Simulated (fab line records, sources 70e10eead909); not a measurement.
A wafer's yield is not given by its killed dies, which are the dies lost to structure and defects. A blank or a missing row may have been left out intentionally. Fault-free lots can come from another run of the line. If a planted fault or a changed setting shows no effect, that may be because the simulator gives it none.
Chamber matching | flow nand harc | cmp-02 running NHARC_A_BLC_CMP_25: 4 sister chambers
The step polishes, t overpolish 30 s, target thk 150 nm. 4 wafers are shown with their chamber, then 9 later ones without.

## EACH WAFER AND ITS CHAMBER
wafer  | chamber | motor current A (A)
L079.4 | 3       | 13.4
L087.2 | 2       | 12.0
L087.3 | 0       | 11.5
L087.6 | 1       | 12.9

## WAFERS WHOSE CHAMBER IS MISSING
wafer  | motor current A (A)
L089.2 | 13.9
L089.4 | 12.5
L089.5 | 12.9
L093.2 | 12.6
L093.3 | 12.2
L093.6 | 13.0
L096.1 | 11.7
L096.2 | 12.4
L096.4 | 13.5

## THE CHAMBER EACH PASSED THROUGH
wafer  | from the rows above          | in truth
L089.2 | can't be placed: 3 or 1      | 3
L089.4 | can't be placed: 1 or 2 or 3 | 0
L089.5 | can't be placed: 1 or 3      | 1
L093.2 | can't be placed: 1 or 2 or 3 | 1
L093.3 | can't be placed: 2 or 0 or 1 | 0
L093.6 | can't be placed: 1 or 3      | 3
L096.1 | can't be placed: 0 or 2      | 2
L096.2 | can't be placed: 2 or 1 or 0 | 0
L096.4 | can't be placed: 3 or 1      | 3
Placed correctly: 0 of 9. From these rows, 9 cannot be placed; in 8 the true chamber is one of the candidates. Number placed wrongly: 0.
How it was worked out, from the rows above alone: a wafer's distance from a chamber is the root of the sum, over the readings, of the square of ((its reading less the chamber's mean) divided by the reading's scatter). If the next closest chamber is less than 2 further off than the closest, the wafer can't be placed; otherwise it belongs to the closest. The mean given for a chamber averages the wafers shown for that chamber. The scatter: root of mean squared gap, hidden wafer to nearest shown wafer, with one shown wafer a chamber.
